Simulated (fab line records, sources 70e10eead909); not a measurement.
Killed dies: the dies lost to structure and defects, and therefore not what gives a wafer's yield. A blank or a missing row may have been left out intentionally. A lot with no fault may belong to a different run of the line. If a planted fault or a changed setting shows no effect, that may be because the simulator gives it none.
fab line records	flow nandHarc
[record] lots = 13	wafers = 38	lastDay = 31
route steps=1302 shown P_GATE@204 P_CONTACT@219 END@1302
lots with no fault: from the same line, run without faults
startH: hours from the record's first day to the start of the lot's first wafer shown	waitH: how many hours have passed since the lot's step before this one	" same as the row above	L1.1+2: a row that stands for several wafers	- either no value or no given start	* or withheld: withheld	< > ~ a bound
route shown NAME@n: NAME is a module with steps in the file, n the number in the route of the first one	usual: average and standard deviation across the fault-free wafers	same: alike in all rows	chamber/n: place in a boat	sites: the reading at each site	_std_site: the values' standard deviation	_edge_site: mean of outer sites minus mean of inner sites	radiusMm: how far each site lies from the wafer's centre	mask NAME#n: copy n	behind: the most recent tool/chamber to have shaped the wafer	hold: cause of the lot's hold/its duration in hours/its outcome	device: the transistor (n, p or np) that didn't switch	end of line: tests run on the same wafers once the route is complete	a step given without rows: its recipe and nothing more	killed: at the first sort, the dies lost to defects and structure; wafer yield is something else	map: per-die view of a wafer (x killed, . not killed, _ where there is no die)
set.NAME: the setting as run; set.NAME@STEP: as run at that earlier step	model.NAME: the simulator's own value behind a step, which no gauge read
one table for each step of the route and one row for each wafer, over a sample of lots
services: the hour from which a tool's chamber was out of use, counted from the record's first day as startH (under 0 if before that day), plus the number of hours and why
[[steps]]
[step NHARC_P_GATE_STRIP_113]
[recipe] powerW = 1500	tempC = 110	timeS = 740	chemistry = N2/H2
[usual] drypumpMotorCurrentA = 6.0/0.62	heaterPowerW = 82/5.9
lot.wafer	tool	chamber	startH	waitH	drypumpMotorCurrentA	heaterPowerW	rfHoursCounterH
L377.2	plasmaAsher-02	1	124.09	0.2	6.6	74	8
L377.1	"	0	"	"	6.1	83	8
L377.5	"	0	"	"	6.1	83	-
L378.1	plasmaAsher-02	0	129.04	0.2	6.0	84	9
L378.3	"	1	"	"	6.6	72	-
L378.5	"	1	"	"	6.6	74	-
L379.2	plasmaAsher-01	0	143.40	0.3	6.3	83	31
L379.3	"	1	"	"	4.9	86	-
L379.5	"	1	"	"	4.9	85	-
L380.2	plasmaAsher-02	0	152.77	0.3	6.1	80	13
L380.3	"	0	"	"	6.1	82	-
L380.5	"	0	"	"	6.1	84	-
L381.3	plasmaAsher-02	0	159.92	0.4	6.1	84	-
L381.5	"	0	"	"	6.1	85	-
L381.6	"	1	"	"	6.6	74	-
L384.2	plasmaAsher-01	0	197.35	0.2	6.3	85	6
L384.3	"	0	"	"	6.3	83	-
L384.5	"	1	"	"	4.9	83	-
L385.1	plasmaAsher-02	0	205.96	0.2	6.1	84	24
L385.2	"	1	"	"	6.6	71	24
L385.4	"	1	"	"	6.6	73	-
L386.2	plasmaAsher-02	1	223.81	0.2	6.6	74	26
L386.6	"	1	"	"	6.6	72	-
L386.5	"	0	"	"	6.0	82	-
L387.3	plasmaAsher-02	1	232.02	0.4	6.6	73	-
L387.4	"	0	"	"	6.1	83	-
L387.5	"	1	"	"	6.5	74	-
L388.3	plasmaAsher-01	1	232.29	0.5	4.9	86	-
L388.6	"	0	"	"	6.3	84	-
L388.5	"	1	"	"	4.9	88	-
L392.4	plasmaAsher-01	1	271.92	0.3	4.9	85	-
L392.3	"	0	"	"	6.3	86	-
L391.2	plasmaAsher-02	0	272.47	0.3	6.1	86	4
L391.4	"	1	"	"	6.6	71	-
L391.5	"	0	"	"	6.1	88	-
L393.2	plasmaAsher-01	0	279.74	0.2	6.3	84	24
L393.1	"	1	"	"	4.9	89	24
L393.5	"	1	"	"	4.9	87	-
[step NHARC_P_GATE_RTA_80]
[recipe] tempC = 300	timeS = 30
[usual] lampPowerPct = 2.00/0.094	wafer_temp_C_max = 301.00/0.25
lot.wafer	tool	chamber	startH	waitH	lampPowerPct	wafer_temp_C_max
L377.1	rtpAnneal-02	0	125.96	-	2.04	300.85
L377.2	"	0	"	"	2.05	301.34
L377.5	"	0	"	"	2.05	301.29
L378.1	rtpAnneal-02	0	130.91	-	2.05	301.23
L378.3	"	0	"	"	2.05	301.70
L378.5	"	0	"	"	2.05	300.82
L379.2	rtpAnneal-02	0	145.19	-	2.05	300.89
L379.3	"	0	"	"	2.04	300.99
L379.5	"	0	"	"	2.04	300.53
L380.2	rtpAnneal-01	0	154.57	-	1.82	300.70
L380.3	"	0	"	"	1.82	300.79
L380.5	"	0	"	"	1.82	300.89
L381.3	rtpAnneal-02	0	161.62	-	2.05	301.00
L381.5	"	0	"	"	2.05	301.36
L381.6	"	0	"	"	2.05	300.79
L384.2	rtpAnneal-01	0	199.28	-	1.81	301.21
L384.3	"	0	"	"	1.81	300.36
L384.5	"	0	"	"	1.81	300.97
L385.1	rtpAnneal-02	0	207.83	-	2.04	301.31
L385.2	"	0	"	"	2.04	301.02
L385.4	"	0	"	"	2.04	301.18
L386.2	rtpAnneal-02	0	225.73	-	2.04	300.91
L386.5	"	0	"	"	2.04	301.27
L386.6	"	0	"	"	2.04	300.87
L387.3	rtpAnneal-01	0	233.71	-	1.81	300.91
L387.4	"	0	"	"	1.81	301.15
L387.5	"	0	"	"	1.81	300.74
L388.3	rtpAnneal-02	0	233.87	-	2.04	301.21
L388.5	"	0	"	"	2.04	301.26
L388.6	"	0	"	"	2.04	300.70
L392.3	rtpAnneal-02	0	273.62	-	2.04	301.31
L392.4	"	0	"	"	2.04	300.98
L391.2	rtpAnneal-01	0	274.38	-	1.81	301.03
L391.4	"	0	"	"	1.81	301.09
L391.5	"	0	"	"	1.81	301.26
L393.1	rtpAnneal-02	0	281.63	-	2.05	300.93
L393.2	"	0	"	"	2.05	301.11
L393.5	"	0	"	"	2.05	301.37
[step NHARC_P_CONTACT_CMP_01]
[recipe] targetThkNm = 200	material = SiO2
[usual] motorCurrentA = 11.9/1.1
lot.wafer	tool	chamber	startH	waitH	motorCurrentA
L377.1	cmp-03	2	127.39	-	11.7
L377.2	"	3	"	"	13.1
L377.5	"	3	"	"	12.9
L378.3	cmp-03	2	132.37	-	11.6
L378.1	"	3	"	"	13.6
L378.5	"	1	"	"	12.3
L379.3	cmp-02	2	146.64	-	12.0
L379.2	"	3	"	"	11.7
L379.5	"	0	"	"	10.5
L380.3	cmp-04	1	156.00	-	12.0
L380.2	"	3	"	"	11.2
L380.5	"	1	"	"	12.2
L381.3	cmp-02	2	163.03	-	12.6
L381.6	"	1	"	"	10.1
L381.5	"	2	"	"	12.8
L384.3	cmp-03	2	200.72	-	11.8
L384.2	"	3	"	"	14.2
L384.5	"	1	"	"	11.7
L385.2	cmp-03	1	209.26	-	11.2
L385.1	"	2	"	"	11.3
L385.4	"	3	"	"	12.7
L386.2	cmp-04	0	227.21	-	13.7
L386.6	"	1	"	"	11.9
L386.5	"	2	"	"	12.4
L387.4	cmp-04	1	235.14	-	13.0
L387.3	"	2	"	"	12.4
L387.5	"	3	"	"	10.9
L388.3	cmp-04	2	236.41	0.7	12.5
L388.6	"	0	"	"	13.6
L388.5	"	1	"	"	11.9
L392.3	cmp-03	2	275.03	-	10.9
L392.4	"	3	"	"	13.3
L391.2	cmp-04	0	275.83	-	13.5
L391.4	"	1	"	"	12.4
L391.5	"	3	"	"	10.8
L393.2	cmp-04	2	283.09	-	12.7
L393.1	"	3	"	"	10.8
L393.5	"	2	"	"	13.1
[step NHARC_P_CONTACT_DEVELOP_11]
[recipe] developTimeS = 35	devTempC = 23
[usual] chillPlateTempC = 23.02/0.11
lot.wafer	tool	chamber	startH	waitH	chillPlateTempC
L377.1	lithoTrack-01	0	128	-	23.00
L377.2	"	0	"	"	23.01
L377.5	"	0	"	"	22.96
L378.1	lithoTrack-01	0	132	-	23.17
L378.3	"	0	"	"	23.02
L378.5	"	0	"	"	23.04
L379.2	lithoTrack-06	0	147	-	23.03
L379.3	"	0	"	"	23.15
L379.5	"	0	"	"	23.05
L380.2	lithoTrack-04	0	156	-	22.86
L380.3	"	0	"	"	22.80
L380.5	"	0	"	"	22.96
L381.3	lithoTrack-06	0	163	-	22.79
L381.5	"	0	"	"	22.93
L381.6	"	0	"	"	22.92
L384.2	lithoTrack-01	0	201	-	22.77
L384.3	"	0	"	"	22.97
L384.5	"	0	"	"	23.13
L385.1	lithoTrack-06	0	210	-	23.26
L385.2	"	0	"	"	23.32
L385.4	"	0	"	"	23.17
L386.2	lithoTrack-01	0	227	-	23.15
L386.5	"	0	"	"	23.00
L386.6	"	0	"	"	23.05
L387.3	lithoTrack-04	0	235	-	22.93
L387.4	"	0	"	"	23.11
L387.5	"	0	"	"	23.04
L388.3	lithoTrack-06	0	237	-	22.89
L388.5	"	0	"	"	22.94
L388.6	"	0	"	"	22.98
L392.3	lithoTrack-06	0	275	-	23.08
L392.4	"	0	"	"	22.98
L391.2	lithoTrack-01	0	276	-	23.09
L391.4	"	0	"	"	23.13
L391.5	"	0	"	"	23.00
L393.1	lithoTrack-06	0	283	-	23.01
L393.2	"	0	"	"	23.12
L393.5	"	0	"	"	23.08
[step NHARC_P_CONTACT_CD_MEAS_12]
[recipe] targetCdNm = 90	landingEnergyEv = 500
[usual] cdNm = 90.3/0.64
lot.wafer	tool	chamber	startH	waitH	cdNm
L377.1	cdSem-02	0	128.09	-	90.3
L377.2	"	0	"	"	90.2
L377.5	"	0	"	"	89.3
L378.1	cdSem-02	0	133.05	-	90.3
L378.3	"	0	"	"	90.5
L378.5	"	0	"	"	89.1
L379.2	cdSem-01	0	147.42	-	89.7
L379.3	"	0	"	"	90.8
L379.5	"	0	"	"	90.7
L380.2	cdSem-02	0	156.69	-	90.7
L380.3	"	0	"	"	90.3
L380.5	"	0	"	"	90.9
L381.3	cdSem-02	0	163.84	-	89.3
L381.5	"	0	"	"	90.9
L381.6	"	0	"	"	89.6
L384.2	cdSem-02	0	201.53	-	91.2
L384.3	"	0	"	"	90.6
L384.5	"	0	"	"	90.5
L385.1	cdSem-02	0	210.10	-	90.6
L385.2	"	0	"	"	90.9
L385.4	"	0	"	"	91.5
L386.2	cdSem-02	0	227.97	-	90.0
L386.5	"	0	"	"	90.4
L386.6	"	0	"	"	89.2
L387.3	cdSem-01	0	235.79	-	89.5
L387.4	"	0	"	"	90.4
L387.5	"	0	"	"	90.5
L388.3	cdSem-02	0	237.19	-	90.9
L388.5	"	0	"	"	89.8
L388.6	"	0	"	"	91.1
L392.3	cdSem-02	0	275.84	-	92.3
L392.4	"	0	"	"	90.1
L391.2	cdSem-03	0	276.61	-	90.2
L391.4	"	0	"	"	90.8
L391.5	"	0	"	"	90.5
L393.1	cdSem-03	0	283.89	-	89.9
L393.2	"	0	"	"	92.9
L393.5	"	0	"	"	90.6
[step NHARC_END_SORT_01]
[recipe] tempC = 25
[usual] killedAtArray = 56/17	killedAtOther = 0.9/1.2	killedAtPeriphery = 3.9/2.5	killedDies = 61/17	killedOpen = 3.2/1.8	killedShort = 2.7/1.7
[same] grossDies = 677
lot.wafer	tool	chamber	startH	waitH	killedAtArray	killedAtOther	killedAtPeriphery	killedDies	killedOpen	killedShort
L384.2	prober-02	0	645.82	2.8	65	0	4	69	7	2
L384.3	prober-02	0	646.63	3.1	76	0	3	79	2	3
L384.5	prober-02	0	648.25	3.7	74	0	7	81	2	3
L386.2	prober-01	0	662.32	2.8	77	1	2	80	3	2
L386.5	prober-01	0	664.71	3.7	82	1	1	84	3	3
L386.6	prober-01	0	665.50	4.0	96	1	1	98	1	4
L387.3	prober-01	0	681.96	3.1	48	0	2	50	3	6
L387.4	prober-01	0	682.77	3.4	61	1	7	69	4	3
L387.5	prober-01	0	683.57	3.7	43	0	9	52	3	0
L392.3	prober-01	0	712.21	3.1	24	0	5	29	3	2
L393.1	prober-02	0	743.37	2.5	51	0	0	51	4	1
L393.2	prober-02	0	744.17	2.8	44	0	7	51	3	3
L393.5	prober-02	0	746.56	3.7	53	0	3	56	4	3
// killed by level:class
L384.2 A_CHANNEL_HOLE_D1:chamberFilmFlake=32 A_SLIT:chamberFilmFlake=14 A_CHANNEL_HOLE_D2:chamberFilmFlake=10 A_WL_FILL:geometricParticle:open=2 P_GATE:geometricParticle:open=1 P_CONTACT:geometricParticle:open=1 A_SOURCE_PLATE:geometricParticle:short=1 A_ONON_D1:geometricParticle:open=1
L384.3 A_CHANNEL_HOLE_D1:chamberFilmFlake=35 A_SLIT:chamberFilmFlake=17 A_CHANNEL_HOLE_D2:chamberFilmFlake=15 A_CONTACT:chamberFilmFlake=3 A_CHANNEL_FILL_D2:geometricParticle:short=2 A_STAIRCASE:chamberFilmFlake=2 P_M0:geometricParticle:short=1 A_ONON_D2:geometricParticle:open=1
L384.5 A_CHANNEL_HOLE_D1:chamberFilmFlake=36 A_SLIT:chamberFilmFlake=19 A_CHANNEL_HOLE_D2:chamberFilmFlake=13 P_GATE:chamberFilmFlake=3 P_M1:chamberFilmFlake=2 A_DECK1_JOINT:chamberFilmFlake=2 P_CONTACT:geometricParticle:open=1 P_M0:geometricParticle:short=1
L386.2 A_CHANNEL_HOLE_D1:chamberFilmFlake=29 A_SLIT:chamberFilmFlake=27 A_CHANNEL_HOLE_D2:chamberFilmFlake=10 A_CONTACT:chamberFilmFlake=6 P_GATE:geometricParticle:short=1 A_ONON_D2:geometricParticle:short=1 A_WL_FILL:geometricParticle:open=1 A_CONTACT:geometricParticle:open=1
L386.5 A_CHANNEL_HOLE_D1:chamberFilmFlake=33 A_SLIT:chamberFilmFlake=18 A_CHANNEL_HOLE_D2:chamberFilmFlake=13 A_CONTACT:chamberFilmFlake=12 P_M0:geometricParticle:open=1 A_ONON_D1:geometricParticle:short=1 A_DECK1_JOINT:geometricParticle:short=1 A_ONON_D2:geometricParticle:open=1
L386.6 A_SLIT:chamberFilmFlake=36 A_CHANNEL_HOLE_D1:chamberFilmFlake=30 A_CHANNEL_HOLE_D2:chamberFilmFlake=14 A_CONTACT:chamberFilmFlake=8 A_WL_FILL:geometricParticle:short=2 A_CHANNEL_FILL_D1:geometricParticle:short=1 A_DECK1_JOINT:geometricParticle:open=1 A_CHANNEL_FILL_D2:geometricParticle:short=1
L387.3 A_SLIT:chamberFilmFlake=17 A_CHANNEL_HOLE_D2:chamberFilmFlake=14 A_CONTACT:chamberFilmFlake=4 A_CHANNEL_HOLE_D1:chamberFilmFlake=3 A_CHANNEL_FILL_D1:geometricParticle:short=2 A_CHANNEL_HOLE_D1:geometricParticle:open=1 A_ONON_D2:geometricParticle:open=1 A_CHANNEL_HOLE_D2:geometricParticle:short=1
L387.4 A_SLIT:chamberFilmFlake=32 A_CHANNEL_HOLE_D2:chamberFilmFlake=11 A_CONTACT:chamberFilmFlake=7 A_CHANNEL_HOLE_D1:chamberFilmFlake=4 P_STI:chamberFilmFlake=3 P_M0:geometricParticle:open=2 P_GATE:geometricParticle:open=1 A_ONON_D1:geometricParticle:short=1
L387.5 A_SLIT:chamberFilmFlake=18 A_CHANNEL_HOLE_D2:chamberFilmFlake=16 P_STI:chamberFilmFlake=6 A_CHANNEL_HOLE_D1:chamberFilmFlake=5 P_M0:geometricParticle:open=1 A_DECK1_JOINT:geometricParticle:open=1 A_CONTACT:geometricParticle:open=1 P_ZERO_WELL:chamberFilmFlake=1
L392.3 A_CONTACT:chamberFilmFlake=6 A_CHANNEL_HOLE_D1:chamberFilmFlake=5 A_SLIT:chamberFilmFlake=5 P_STI:chamberFilmFlake=4 A_CHANNEL_FILL_D1:geometricParticle:open=1 A_DECK1_JOINT:geometricParticle:short=1 A_DECK1_JOINT:geometricParticle:open=1 A_CHANNEL_HOLE_D2:geometricParticle:short=1
L393.1 A_CHANNEL_HOLE_D1:chamberFilmFlake=39 A_CONTACT:geometricParticle:open=2 A_STAIRCASE:chamberFilmFlake=2 A_SLIT:chamberFilmFlake=2 A_CONTACT:chamberFilmFlake=2 A_ONON_D1:geometricParticle:open=1 A_CHANNEL_HOLE_D1:geometricParticle:open=1 A_CHANNEL_FILL_D2:geometricParticle:short=1
L393.2 A_CHANNEL_HOLE_D1:chamberFilmFlake=25 A_CONTACT:chamberFilmFlake=10 P_BONDPAD:chamberFilmFlake=3 P_GATE:chamberFilmFlake=2 A_SLIT:chamberFilmFlake=2 P_GATE:geometricParticle:open=1 P_GATE:geometricParticle:short=1 A_ONON_D1:geometricParticle:short=1
L393.5 A_CHANNEL_HOLE_D1:chamberFilmFlake=28 A_CONTACT:chamberFilmFlake=10 A_CHANNEL_FILL_D1:chamberFilmFlake=3 A_WL_FILL:geometricParticle:short=2 P_BONDPAD:chamberFilmFlake=2 A_ZERO_WELL:chamberFilmFlake=2 A_SLIT:chamberFilmFlake=2 P_M0:geometricParticle:open=1
[[services]]
tool	chamber	startH	hours	kind
cmp-02	-	102.24	9.1	repair
cmp-04	-	111.02	4.0	pm
cmp-04	-	115.02	-	consumableReplace:conditioner
cmp-04	-	115.02	-	consumableReplace:pad
cmp-02	-	136.65	4.0	pm
lithoTrack-01	-	155.00	7.0	pm
plasmaAsher-01	-	165.00	9.0	pm
plasmaAsher-01	0	165.00	9.0	ventCycle
cmp-02	-	171.64	1.3	repair
lithoTrack-06	-	179.00	7.0	pm
cmp-03	-	183.57	4.0	pm
cmp-04	-	190.41	0.9	repair
lithoTrack-04	-	203.00	7.0	pm
cmp-04	-	209.02	4.0	pm
cmp-02	-	221.09	0.4	repair
cmp-02	-	234.65	4.0	pm
lithoTrack-06	-	244.79	-	consumableReplace:filter
plasmaAsher-02	-	249.25	9.0	pm
plasmaAsher-02	0	249.25	9.0	ventCycle
plasmaAsher-02	1	249.25	9.0	ventCycle
cmp-03	-	254.41	8.3	repair
plasmaAsher-02	0	258.25	-	clean
plasmaAsher-02	1	258.25	-	clean
cmp-03	-	281.57	4.0	pm
[[key]]
[firstSign] step = NHARC_P_CONTACT_CD_MEAS_12	reading = cdNm	direction = up	sigmas = 3.6	usual = 90.3	struck = 92.6
effect none on later readings
metAt NHARC_P_CONTACT_DEVELOP_11
struckLots L392,L393
struckWafers L392.3,L393.2
testerLeftOut L392,L393
notActingAt NHARC_P_GATE_STRIP_113,NHARC_P_GATE_RTA_80,NHARC_P_CONTACT_CMP_01
onsetBetween 237 275
[fault] kind = processParameterDrift	tool = lithoTrack-06	chamber = -	onsetH = 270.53	steps = NHARC_P_CONTACT_DEVELOP_11	channel = developTimeS	offset = *	shape = step	endH = 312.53	scope = struckWafersOnly	actsIn = *	stated = *
// testerLeftOut: of these lots the tester's yield and bins aren't shown, on N5 and GAA mostly nor the transistor test; their killed dies are dies lost to structure and defects alone, not to doping, threshold or leakage, so they don't give the yield
